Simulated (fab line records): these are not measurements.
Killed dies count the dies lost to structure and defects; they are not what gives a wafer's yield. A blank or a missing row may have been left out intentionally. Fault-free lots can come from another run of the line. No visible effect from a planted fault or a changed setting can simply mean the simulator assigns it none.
Comparing a struck lot with a sound one ; flow nand_harc ; 15 steps out of a route of 1159
Sound: wafers L409.2, L409.3, L409.5. Struck: wafer L420.5. (L420.2, L420.3 of the same lot were not struck and are left out.) The cause comes at the end.
Each step with rows lists, per side, the tool, then ch with its chambers, then its first start. Under that, the readings that differ: sound wafers ; struck wafers ; difference of the means ; sigmas: that difference in standard deviations of wafers without a fault.
alike: words and numbers the same on both sides, and readings whose means are apart by under 2 such deviations; not compared: readings that were withheld, readings missing a value for some wafer, numbers with overlapping values and no deviation given by the record, and bounds like >300 which may hide the same value.
The two part at a step that has a row with sigmas, a row that says differs or no value, or rows on one side only. Numbers that don't overlap but have no deviation are shown without sigmas and don't part them. A reading missing from all wafers of one side parts the sides only when that side holds two or more wafers.

NHARC_A_BLC_INSPECT_12:
  sound: defect_inspect-02 at day 18 15:42; struck: defect_inspect-02 at day 21 02:37
  alike: raw_defect_count
then, 1 step without rows for these wafers: NHARC_A_BLC_DESCUM_15 (chemistry O2, time 3 s).
NHARC_A_BLC_ETCH_16: etches the open film in CF4, target depth 39 nm, time 65 s.
  sound on rie_diel-09 ch 1,3, day 18 15:52; struck on rie_diel-06 ch 0, day 21 02:45
reading;sound;struck;difference;sigmas
showerhead_plenum_p_Torr (Torr);1.84 1.85 1.84;1.67;-0.17;-2
  alike: cf4_flow_sccm, drypump_motor_current_A, mfc_ar_sccm, oes_product_au, rf_vpp_V, throttle_valve_pct
  not compared: rf_hours_counter_h
NHARC_A_BLC_ETCH_17: etches the open film in N2/H2, target depth 390 nm, time 609.38 s.
  sound on rie_diel-09 ch 1,3; struck on rie_diel-06 ch 2
reading;sound;struck;difference;sigmas
drypump_motor_current_A (A);6.5 6.3 6.5;5.3;-1.1;-3
  alike: mfc_ar_sccm, oes_product_au, rf_vpp_V, showerhead_plenum_p_Torr, throttle_valve_pct
  not compared: rf_hours_counter_h
then, 1 step without rows for these wafers: NHARC_A_BLC_ETCH_18 (etches the open film in C4F8/O2/Ar, target depth 910 nm).
NHARC_A_BLC_CD_MEAS_19:
  sound: cd_sem-01 at day 18 16:45; struck: cd_sem-02 at day 21 03:38
  alike: cd_nm
NHARC_A_BLC_STRIP_29: strips in CF4.
  sound on rie_diel-09 ch 0,1,2, day 18 16:50; struck on rie_diel-09 ch 2, day 21 03:43
  alike: cf4_flow_sccm, drypump_motor_current_A, mfc_ar_sccm, oes_product_au, rf_vpp_V, showerhead_plenum_p_Torr, throttle_valve_pct
  not compared: rf_hours_counter_h
then, 2 steps without rows for these wafers: NHARC_A_BLC_STRIP_21 (strips in O2); NHARC_A_BLC_STRIP_22 (strips in post etch residue remover, time 600 s).
NHARC_A_BLC_DEGAS_30: time 60 s.
  sound: pvd_sputter-02 at day 18 17:21; struck: pvd_sputter-01 at day 21 04:16
  alike: heater_power_w
then, 1 step without rows for these wafers: NHARC_A_BLC_PRE_CLEAN_31 (time 15 s).
NHARC_A_BLC_PVD_32: deposits Ti, target thk 5 nm, time 17.7 s.
  sound on pvd_sputter-02; struck on pvd_sputter-01
  alike: throttle_valve_pct
NHARC_A_BLC_ALD_23: deposits TiN, target thk 3 nm, pulse time 1 s, ald cycles 150.
  sound on ald_metal-02 ch 1,2, day 18 17:35; struck on ald_metal-04 ch 0, day 21 04:34
reading;sound;struck;difference;sigmas
ald_cycles;150 150 150;139;-11;
  alike: heater_power_w, precursor_pulse_height_rel
  not compared: since_wet_clean_h
then, 1 step without rows for these wafers: NHARC_A_BLC_CVD_24 (deposits W, target thk 150 nm, time 434 s).
NHARC_END_SORT_01:
  the record has rows for the sound wafers here (prober-01 ch 0, day 20 21:52) and none for the struck ones

## WHERE THEY PART
Last at NHARC_END_SORT_01 as far as this record goes, first at NHARC_A_BLC_ETCH_16.

WHY: what had been put in by the simulator
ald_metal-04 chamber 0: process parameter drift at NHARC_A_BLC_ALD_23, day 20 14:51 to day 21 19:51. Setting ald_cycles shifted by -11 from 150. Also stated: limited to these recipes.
